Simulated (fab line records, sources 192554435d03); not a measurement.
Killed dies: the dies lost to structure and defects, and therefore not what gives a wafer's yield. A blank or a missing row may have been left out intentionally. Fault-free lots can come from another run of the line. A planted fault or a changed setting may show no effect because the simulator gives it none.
fab line records	flow n5Finfet
record: lots: 12	wafers: 32	lastDay: 17
route steps=1938 shown BEOL_M7@1297 PASSIVATION@1936
lots untouched by any fault: they come from a run of this same line in which no faults occurred
startH: the number of hours between the record's first day and the start of the first shown wafer of the lot	waitH: hours since the lot's step before	" repeats the value in the row above	L1.1+2: a row that stands for several wafers	- value missing, or start not given	* or withheld: withheld	< > ~ a bound
route shown NAME@n: a module of which the file shows steps, and the number in the route of the first	usual: mean/standard deviation taken from wafers without a fault	same: alike in all rows	chamber/n: place in a boat	sites: readings site by site	_std_site: standard deviation across them	_edge_site: outer sites' mean less inner sites'	radiusMm: for every site, how far away it sits from the centre of the wafer	mask NAME#n: copy n	behind: the tool/chamber that last shaped the wafer	hold: reason for holding the lot/hours on hold/outcome of the hold	device: the transistor (n, p or np) that didn't switch	end of line: tests run on the same wafers once the route is complete	a step without rows: its recipe alone	killed: the dies lost at the first sort to structure and to defects; this is not the yield of the wafer	map: a wafer's dies, marking killed ones x, the rest . and places with no die _
set.NAME: setting as actually run; set.NAME@STEP: the setting as run at that earlier step	model.NAME: the simulator's own value behind a step, which no gauge read
a sample of lots followed through the steps of the route, with each step as a table and each wafer as a row
services: the hour from which a tool's chamber was out of use, counted from the record's first day as startH (under 0 if before that day), plus the number of hours and why
== steps ==
step: N5_BEOL_M7_OVL_MEAS_29
recipe: pointsPerWafer: 522
usual: V6_OVL: 0.1/0.79
same: pointsPerWafer: 522
lot.wafer	tool	chamber	startH	waitH	V6_OVL[nm]
L549.2	overlay-01	0	181.28	0.0	1.9
L549.3	"	0	"	"	0.3
L552.2	overlay-01	0	204.38	0.0	0.3
L552.5	"	0	"	"	-0.6
L552.6	"	0	"	"	0.4
L553.1	overlay-01	0	213.12	0.0	0.9
L553.3	"	0	"	"	0.8
L553.6	"	0	"	"	-0.2
L555.1	overlay-01	0	217.03	0.0	0.6
L555.4	"	0	"	"	0.6
L555.5	"	0	"	"	0.0
L556.4	overlay-01	0	227.32	0.0	-0.1
L556.6	"	0	"	"	-0.3
L558.4	overlay-01	0	230.32	0.1	0.4
L558.5	"	0	"	"	-0.4
L558.6	"	0	"	"	-1.0
L557.2	overlay-01	0	235.56	0.0	0.1
L557.4	"	0	"	"	1.1
L560.2	overlay-02	0	248.55	0.0	-0.1
L560.3	"	0	"	"	-1.0
L560.6	"	0	"	"	0.4
L562.3	overlay-02	0	262.37	0.0	0.7
L562.5	"	0	"	"	-0.4
L565.1	overlay-02	0	270.14	0.0	-0.2
L565.4	"	0	"	"	-1.0
L565.6	"	0	"	"	-0.1
L570.1	overlay-02	0	301.71	0.0	-1.0
L570.2	"	0	"	"	-0.8
L570.4	"	0	"	"	-1.1
L572.2	overlay-01	0	330.35	0.0	1.0
L572.3	"	0	"	"	0.4
L572.6	"	0	"	"	1.5
step: N5_BEOL_M7_ETCH_66
recipe: chemistry: N2/H2	target: SOC	targetDepthA: 800	overetchA: 160	maskMaterial: SiARC	tempC: 40	timeS: 120	ionEnergyEv: 200	pressureMtorr: 30	sourceW: 840	biasW: 150	n2FlowSccm: 200	h2FlowSccm: 200
usual: biasW: 150.0/0.44	chamberPressureMTorr: 30.002/0.028	drypumpMotorCurrentA: 5.6/0.51	oesProductAu: 0.59/0.054	rfFwdPowerW: 834.9/2.9	rfVppV: 523.5/2.9	showerheadPlenumPTorr: 2.53/0.1	throttleValvePct: 17.81/0.24
lot.wafer	tool	chamber	startH	waitH	biasW	chamberPressureMTorr	drypumpMotorCurrentA	oesProductAu	rfFwdPowerW	rfHoursCounterH	rfVppV	showerheadPlenumPTorr	throttleValvePct
L549.2	rieDiel-03	3	181.45	0.0	149.7	29.985	5.4	0.54	837.3	230	526.8	2.61	17.89
L549.3	"	0	"	"	149.9	29.983	5.9	0.56	829.1	163	524.6	2.55	18.05
L552.2	rieDiel-03	2	204.93	0.0	149.9	30.013	5.1	0.57	834.8	165	519.7	2.42	17.56
L552.5	"	0	"	"	149.6	30.009	5.9	0.56	828.8	-	524.0	2.54	18.07
L552.6	"	3	"	"	150.0	29.988	5.4	0.54	839.4	-	524.0	2.61	17.92
L553.1	rieDiel-03	1	213.30	0.0	150.2	29.986	6.1	0.67	833.7	51	523.5	2.50	17.86
L553.3	"	0	"	"	150.1	30.010	5.9	0.56	834.5	171	521.7	2.54	18.05
L553.6	"	3	"	"	150.5	29.990	5.4	0.54	837.2	-	525.6	2.61	17.92
L555.1	rieDiel-01	1	217.20	0.0	150.4	29.983	5.8	0.65	832.2	52	526.5	2.58	17.74
L555.4	"	1	"	"	150.4	30.075	5.8	0.65	831.3	-	526.1	2.58	17.74
L555.5	"	0	"	"	150.0	29.976	4.9	0.66	833.1	-	525.4	2.59	18.03
L556.4	rieDiel-01	3	227.47	0.0	150.2	29.996	5.4	0.53	829.8	217	518.6	2.43	17.92
L556.6	"	2	"	"	150.7	30.050	5.0	0.52	835.1	-	523.2	2.50	18.43
L558.4	rieDiel-05	1	230.98	0.0	149.2	29.934	6.1	0.63	835.4	74	529.2	2.69	17.61
L558.5	"	3	"	"	150.4	29.956	5.8	0.53	834.9	-	525.7	2.60	17.44
L558.6	"	0	"	"	150.2	30.057	5.6	0.58	833.7	-	517.3	2.34	17.78
L557.2	rieDiel-01	3	235.77	0.0	150.3	30.026	5.3	0.53	833.0	221	521.2	2.43	17.92
L557.4	"	3	"	"	150.3	30.010	5.3	0.53	831.6	-	520.0	2.43	17.93
L560.2	rieDiel-03	1	248.72	0.0	150.3	29.986	6.1	0.66	835.3	63	521.7	2.50	17.88
L560.3	"	0	"	"	149.6	30.018	6.0	0.56	830.1	183	522.0	2.54	18.08
L560.6	"	0	"	"	150.7	29.979	6.0	0.55	830.1	-	522.2	2.54	18.07
L562.3	rieDiel-05	0	262.53	0.0	150.4	29.979	5.6	0.56	834.2	144	518.4	2.34	17.78
L562.5	"	1	"	"	150.3	30.017	6.1	0.62	834.1	-	526.7	2.69	17.64
L565.1	rieDiel-03	1	270.31	0.0	149.4	30.003	6.1	0.64	836.1	72	520.8	2.50	17.90
L565.4	"	0	"	"	150.5	29.986	5.9	0.55	832.8	-	524.0	2.53	18.09
L565.6	"	2	"	"	150.5	29.962	5.1	0.57	838.6	-	519.9	2.41	17.60
L570.1	rieDiel-01	1	301.88	0.0	193.7	30.045	5.8	0.62	835.3	82	618.8	2.57	17.77
L570.2	"	0	"	"	149.5	30.020	4.9	0.63	834.0	100	524.3	2.58	18.06
L570.4	"	2	"	"	149.5	30.019	5.0	0.72	836.7	18	522.4	2.50	17.98
L572.2	rieDiel-05	0	330.56	0.0	149.7	29.967	5.6	0.55	835.5	167	517.4	2.33	17.82
L572.3	"	2	"	"	149.1	29.978	6.8	0.59	836.8	150	526.9	2.65	17.53
L572.6	"	0	"	"	149.8	29.977	5.6	0.55	832.2	-	517.8	2.33	17.83
step: N5_BEOL_M7_STRIP_80
recipe: chemistry: N2/H2	timeS: 10	powerW: 450	tempC: 40	pressureMtorr: 20	rfFrequencyHz: 6e+07	biasPowerW: 7	n2FlowSccm: 200	h2FlowSccm: 200
usual: chamberPressureMTorr: 20.002/0.017	drypumpMotorCurrentA: 5.6/0.51	oesProductAu: 0.77/0.074	rfVppV: 59.2/0.9	showerheadPlenumPTorr: 2.53/0.1	throttleValvePct: 23.7/0.38
lot.wafer	tool	chamber	startH	waitH	chamberPressureMTorr	drypumpMotorCurrentA	oesProductAu	rfHoursCounterH	rfVppV	showerheadPlenumPTorr	throttleValvePct
L549.2	rieDiel-03	3	-	-	19.994	5.4	0.70	230	57.9	2.61	23.8
L549.3	"	0	"	"	20.030	5.9	0.73	163	59.6	2.54	24.0
L552.2	rieDiel-03	2	-	-	20.027	5.0	0.75	165	58.2	2.41	23.0
L552.5	"	0	"	"	19.989	5.9	0.73	-	59.7	2.54	24.1
L552.6	"	3	"	"	20.001	5.4	0.70	-	60.1	2.61	23.8
L553.1	rieDiel-03	1	-	-	20.033	6.1	0.89	51	59.5	2.50	23.9
L553.3	"	0	"	"	19.987	5.9	0.72	171	57.9	2.54	24.1
L553.6	"	3	"	"	20.029	5.4	0.70	-	59.4	2.61	23.8
L555.1	rieDiel-01	1	-	-	19.993	5.7	0.84	52	59.5	2.57	23.5
L555.4	"	1	"	"	20.009	5.8	0.84	-	58.4	2.57	23.5
L555.5	"	0	"	"	19.980	4.9	0.85	-	59.8	2.59	24.1
L556.4	rieDiel-01	3	-	-	20.044	5.4	0.68	217	58.8	2.42	23.8
L556.6	"	2	"	"	19.998	5.0	0.68	-	58.9	2.50	24.4
L558.4	rieDiel-05	1	-	-	20.001	6.1	0.80	74	60.8	2.69	23.4
L558.5	"	3	"	"	19.996	5.8	0.69	-	59.2	2.60	23.0
L558.6	"	0	"	"	20.028	5.6	0.75	-	59.6	2.34	23.7
L557.2	rieDiel-01	3	-	-	19.978	5.3	0.68	221	59.1	2.42	23.8
L557.4	"	3	"	"	20.014	5.3	0.68	-	59.0	2.42	23.8
L560.2	rieDiel-03	1	-	-	20.006	6.1	0.87	63	58.3	2.49	23.9
L560.3	"	0	"	"	19.991	5.9	0.72	183	58.8	2.53	24.1
L560.6	"	0	"	"	20.016	5.9	0.71	-	58.8	2.53	24.1
L562.3	rieDiel-05	0	-	-	19.991	5.5	0.75	144	58.3	2.34	23.7
L562.5	"	1	"	"	19.963	6.1	0.81	-	62.4	2.69	23.4
L565.1	rieDiel-03	1	-	-	20.004	6.1	0.86	72	58.0	2.49	23.9
L565.4	"	0	"	"	20.018	5.9	0.70	-	59.3	2.53	24.1
L565.6	"	2	"	"	19.998	5.1	0.73	-	58.9	2.40	23.1
L570.1	rieDiel-01	1	-	-	20.005	5.8	0.80	82	59.1	2.56	23.6
L570.2	"	0	"	"	19.984	4.9	0.82	100	58.9	2.57	24.1
L570.4	"	2	"	"	20.011	5.0	0.95	18	59.0	2.49	24.0
L572.2	rieDiel-05	0	-	-	19.986	5.6	0.73	167	59.4	2.33	23.7
L572.3	"	2	"	"	19.983	6.7	0.77	150	58.3	2.65	23.3
L572.6	"	0	"	"	20.016	5.6	0.73	-	59.1	2.33	23.7
step: N5_BEOL_M7_OCD_MEAS_38
usual: trenchDepthNm: 93.0/1.5
lot.wafer	tool	chamber	startH	waitH	trenchDepthNm
L549.2	ocd-01	-	181.80	-	90.5
L549.3	"	-	"	"	91.3
L552.2	ocd-02	-	205.28	-	93.9
L552.5	"	-	"	"	91.9
L552.6	"	-	"	"	92.1
L553.1	ocd-01	-	213.65	-	92.9
L553.3	"	-	"	"	90.8
L553.6	"	-	"	"	90.8
L555.1	ocd-02	-	217.55	-	94.7
L555.4	"	-	"	"	94.4
L555.5	"	-	"	"	94.6
L556.4	ocd-01	-	227.82	-	91.7
L556.6	"	-	"	"	90.8
L558.4	ocd-02	-	231.34	-	92.9
L558.5	"	-	"	"	92.6
L558.6	"	-	"	"	94.5
L557.2	ocd-01	-	236.13	-	90.8
L557.4	"	-	"	"	91.1
L560.2	ocd-02	-	249.07	-	93.7
L560.3	"	-	"	"	91.1
L560.6	"	-	"	"	90.5
L562.3	ocd-02	-	262.88	-	94.7
L562.5	"	-	"	"	92.9
L565.1	ocd-02	-	270.66	-	94.3
L565.4	"	-	"	"	90.7
L565.6	"	-	"	"	93.0
L570.1	ocd-02	-	302.23	-	96.1
L570.2	"	-	"	"	93.6
L570.4	"	-	"	"	92.9
L572.2	ocd-01	-	330.91	-	93.9
L572.3	"	-	"	"	94.5
L572.6	"	-	"	"	94.7
step: N5_PASSIVATION_PROBE_49
usual: defectLimitedYield: 91.5/1.5	killed_at_M0_to_M3: 32/9.4	killed_at_M4_up: 12/5.1	killedAtContacts: 11/7.4	killedAtFrontEnd: 41/11	killedAtOther: 3.4/2.5	killedDies: 100/17	killedOpen: 65/14	killedShort: 33/7	sort_bin_4_leakage: 0.00/0.01	sort_bin_5_function: 4.9/0.96	sort_bin_6_memory: 3.1/0.7	sort_bin_8_speed: 0.00/0.01	sortNPass: 1080/17	sortYieldPct: 91.5/1.5
same: grossDies: 1180	killedAtBackSide: 0
lot.wafer	tool	chamber	startH	waitH	defectLimitedYield[%]	killed_at_M0_to_M3	killed_at_M4_up	killedAtContacts	killedAtFrontEnd	killedAtOther	killedDies	killedOpen	killedShort	sort_bin_4_leakage[%]	sort_bin_5_function[%]	sort_bin_6_memory[%]	sort_bin_8_speed[%]	sortNPass	sortYieldPct[%]
L557.2	prober-02	-	304.45	0.1	92.4	30	7	16	36	1	90	59	30	0	4.3	3.1	0	1090	92.4
L557.4	prober-02	-	304.55	0.2	92.3	34	12	7	37	1	91	62	28	0	5.1	2.5	0	1089	92.3
L560.2	prober-02	-	317.66	0.1	89.7	39	19	20	44	0	122	83	39	0	5.4	4.3	0	1058	89.7
L560.3	prober-02	-	317.71	0.1	90.4	45	14	18	35	1	113	80	33	0	5.2	4.0	0	1067	90.4
L560.6	prober-02	-	317.86	0.3	89.5	44	13	13	54	0	124	85	37	0	5.8	4.7	0	1056	89.5
L570.1	prober-01	-	385.17	0.0	89.5	40	16	17	41	10	124	75	47	0	7.1	3.1	0	1056	89.5
killed by level:class
L557.2 MOL_CONTACT_COAG:geometricParticle:open=12 FIN_SAQP:geometricParticle:open=9 FIN_SAQP:geometricParticle:short=9 BEOL_M3:geometricParticle:open=8 BEOL_M1:geometricParticle:open=6 BEOL_M0_SAQP:geometricParticle:open=6 BEOL_M3:geometricParticle:short=5 STI_FIN_REVEAL:geometricParticle:open=4
L557.4 FIN_SAQP:geometricParticle:open=11 FIN_SAQP:geometricParticle:short=10 BEOL_M2:geometricParticle:open=10 MOL_CONTACT_COAG:geometricParticle:open=5 DUMMY_GATE:geometricParticle:open=5 BEOL_M0_SAQP:geometricParticle:open=5 BEOL_M0:geometricParticle:open=5 BEOL_M4:geometricParticle:short=5
L560.2 MOL_CONTACT_COAG:geometricParticle:open=14 STI_FIN_REVEAL:geometricParticle:open=9 BEOL_M0_SAQP:geometricParticle:short=7 BEOL_M2:geometricParticle:open=7 BEOL_M4:geometricParticle:open=7 DUMMY_GATE:geometricParticle:open=6 MOL_CONTACT_COAG:geometricParticle:short=6 FIN_SAQP:geometricParticle:short=5
L560.3 MOL_CONTACT_COAG:geometricParticle:open=15 BEOL_M3:geometricParticle:open=12 BEOL_M1:geometricParticle:open=11 FIN_SAQP:geometricParticle:open=10 STI_FIN_REVEAL:geometricParticle:open=8 BEOL_M0_SAQP:geometricParticle:short=5 BEOL_M0_SAQP:geometricParticle:open=5 BEOL_M1:geometricParticle:short=5
L560.6 FIN_SAQP:geometricParticle:open=13 MOL_CONTACT_COAG:geometricParticle:open=13 BEOL_M1:geometricParticle:open=11 BEOL_M1:geometricParticle:short=8 STI_FIN_REVEAL:geometricParticle:open=7 ILD0:geometricParticle:open=7 BEOL_M0_SAQP:geometricParticle:short=7 BEOL_M2:geometricParticle:open=5
L570.1 BEOL_M0_SAQP:geometricParticle:short=16 MOL_CONTACT_COAG:geometricParticle:open=13 BEOL_M0_SAQP:geometricParticle:open=10 STI_FIN_REVEAL:geometricParticle:open=7 FIN_SAQP:geometricParticle:short=6 FIN_SAQP:geometricParticle:open=6 DUMMY_GATE:geometricParticle:open=5 BEOL_M3:geometricParticle:open=5
== services ==
tool	chamber	startH	hours	kind
rieDiel-05	-	159.79	0.5	repair
rieDiel-03	0	181.89	7.9	repair
rieDiel-01	3	211.88	14.8	repair
rieDiel-01	2	230.42	-	clean
rieDiel-01	2	230.42	-	consumableReplace:focusRing
rieDiel-01	2	230.42	13.2	scheduledDown
rieDiel-01	2	230.42	13.2	ventCycle
rieDiel-03	3	232.01	2.0	repair
rieDiel-03	3	245.09	-	clean
rieDiel-03	3	245.09	-	consumableReplace:focusRing
rieDiel-03	3	245.09	17.9	scheduledDown
rieDiel-03	3	245.09	17.9	ventCycle
rieDiel-03	3	266.40	4.3	repair
rieDiel-05	3	288.80	4.2	repair
rieDiel-03	0	289.36	5.6	repair
rieDiel-05	3	307.51	-	clean
rieDiel-05	3	307.51	-	consumableReplace:focusRing
rieDiel-05	3	307.51	17.0	scheduledDown
rieDiel-05	3	307.51	17.0	ventCycle
rieDiel-01	1	326.54	5.2	repair
== key ==
firstSign: step: N5_BEOL_M7_ETCH_66	reading: biasW	direction: up	sigmas: 98	usual: *	struck: *
effect: step: N5_BEOL_M7_ETCH_66	reading: rfVppV	direction: up	sigmas: 32	usual: 523.5	struck: 618.8
metAt N5_BEOL_M7_ETCH_66
struckLots L570
struckWafers L570.1
notActingAt N5_BEOL_M7_OVL_MEAS_29,N5_BEOL_M7_STRIP_80,N5_BEOL_M7_OCD_MEAS_38
onsetBetween 217.20 301.88
fault: kind: processParameterDrift	tool: rieDiel-01	chamber: 1	onsetH: 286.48	steps: N5_BEOL_M7_ETCH_66	channel: biasW	offset: *	shape: step	endH: 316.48	actsIn: *	stated: *
